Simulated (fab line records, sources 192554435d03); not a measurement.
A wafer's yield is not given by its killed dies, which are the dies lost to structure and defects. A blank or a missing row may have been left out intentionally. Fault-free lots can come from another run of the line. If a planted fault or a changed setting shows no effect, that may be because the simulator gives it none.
Split-lot trial    flow n5_finfet    7 lots, 21 wafers read, on a route of 1938 steps

## ABOUT THE SPLIT
At N5_BEOL_M9_COAT_63 (time 60 s, resist thk 60 nm), the setting spin_rpm was moved away from the recipe's 1500 rpm on 4 of the 21 wafers read, by -10.6% to +9.5%. The other wafers ran this setting at the recipe's value.

## FROM THE SPLIT TO THE READING: what the file shows between them, 8 steps
- N5_BEOL_M9_COAT_22: resist thk 30 nm (also split here: spin_rpm)
- N5_BEOL_M9_EBR_24
- N5_BEOL_M9_SOFTBAKE_23: time 60 s
- N5_BEOL_M9_EXPOSE_25: exposes mask V8
- N5_BEOL_M9_PEB_26: peb time 60 s
- N5_BEOL_M9_DEVELOP_27: develop time 30 s
- N5_BEOL_M9_ETCH_76: etches underlayer in N2/H2, target depth 6.5 nm, time 5.2 s
- N5_BEOL_M9_ETCH_65: etches SiARC in CF4, target depth 15.6 nm, time 26 s

## THE READING
etch.depth_nm (the simulator's own value, which no gauge read), in nm, at N5_BEOL_M9_ETCH_66 (etches SOC in N2/H2, target depth 80 nm, overetch 16 nm, time 120 s). The file gives no usual value for it. The 17 wafers here that ran the recipe average 60.01 nm, standard deviation 0.18 nm.

wafer   tool, chamber at the split  spin_rpm as run, rpm  against the recipe  etch.depth_nm, nm  against lot-mates on the recipe
L075.2  litho_track-04, 0           1500                  recipe              60.11              -
L075.4  litho_track-04, 0           1500                  recipe              60.11              -
L075.5  litho_track-04, 0           1500                  recipe              60.09              -
L077.1  litho_track-04, 0           1500                  recipe              60.23              -
L077.2  litho_track-04, 0           1500                  recipe              60.2               -
L077.3  litho_track-04, 0           1500                  recipe              60.24              -
L083.2  litho_track-04, 0           1500                  recipe              59.87              -
L083.4  litho_track-04, 0           1500                  recipe              59.76              -
L083.5  litho_track-04, 0           1500                  recipe              59.83              -
L080.1  litho_track-04, 0           1500                  recipe              59.81              -
L080.3  litho_track-04, 0           1500                  recipe              59.83              -
L080.6  litho_track-04, 0           1500                  recipe              59.79              -
L085.3  litho_track-05, 0           1500                  recipe              60.01              -
L085.5  litho_track-05, 0           1642                  +9.5%               57.54              -2.47
L085.6  litho_track-05, 0           1642                  +9.5%               57.47              -2.54
L090.2  litho_track-05, 0           1500                  recipe              60.29              -
L090.5  litho_track-05, 0           1363                  -9.1%               63.33              +3.08
L090.6  litho_track-05, 0           1500                  recipe              60.2               -
L091.2  litho_track-01, 0           1500                  recipe              59.88              -
L091.3  litho_track-01, 0           1500                  recipe              59.97              -
L091.4  litho_track-01, 0           1341                  -10.6%              63.52              +3.60

THE FIT
A straight line over all 21 wafers: etch.depth_nm changes by -0.306 nm for each +1% of spin_rpm; r = -0.99; the points scatter about the line by 0.24 nm.
The same after taking each lot's own level away (the mean of its wafers on the recipe; 21 wafers): -0.303 nm for each +1%; r = -0.99; scatter 0.15 nm.
Per that fit: largest spin_rpm move, reading shift of 3.2 nm.
The lots' own levels span 59.810 to 60.245 nm, that is 2.5 times the standard deviation above.
Hence the lot-to-lot level has little effect on the slope; both slopes agree.
Check: for one of the wafers moved furthest among these (-10.6%), held out of the fit, the line's prediction against its lot-mates is +3.11 nm. It came out at +3.6 nm against them.

## OTHER SPLITS ON THESE WAFERS
Note: prior to the reading, these wafers also went through further splits. Each is held against what the fit with the lots' levels taken away leaves over:
other split on the same wafers  wafers away from the commonest value  r with etch.depth_nm (lot level and that fit taken away)
N5_BEOL_M8_EXPOSE_08 dose_mj    8                                     -0.30
N5_BEOL_M9_COAT_22 spin_rpm     8                                     -0.12

## THE WHOLE CHAIN: every reading that the file lists as answering this split, in the file's order
step                what it does                                                         reading                                                                         change (the file's fit)                r (the file's)
N5_BEOL_M9_COAT_63  time 60 s, resist thk 60 nm                                          SOC_of_BEOL_M9_COAT_63.thk_nm (the simulator's own value, which no gauge read)  -0.323 nm for each +1% of the setting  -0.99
N5_BEOL_M9_ETCH_66  etches SOC in N2/H2, target depth 80 nm, overetch 16 nm, time 120 s  etch.depth_nm (the simulator's own value, which no gauge read)                  -0.315 nm for each +1% of the setting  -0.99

## FILE'S OWN FIT
etch.depth_nm changes by -0.315 nm for each +1% of spin_rpm, r = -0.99.
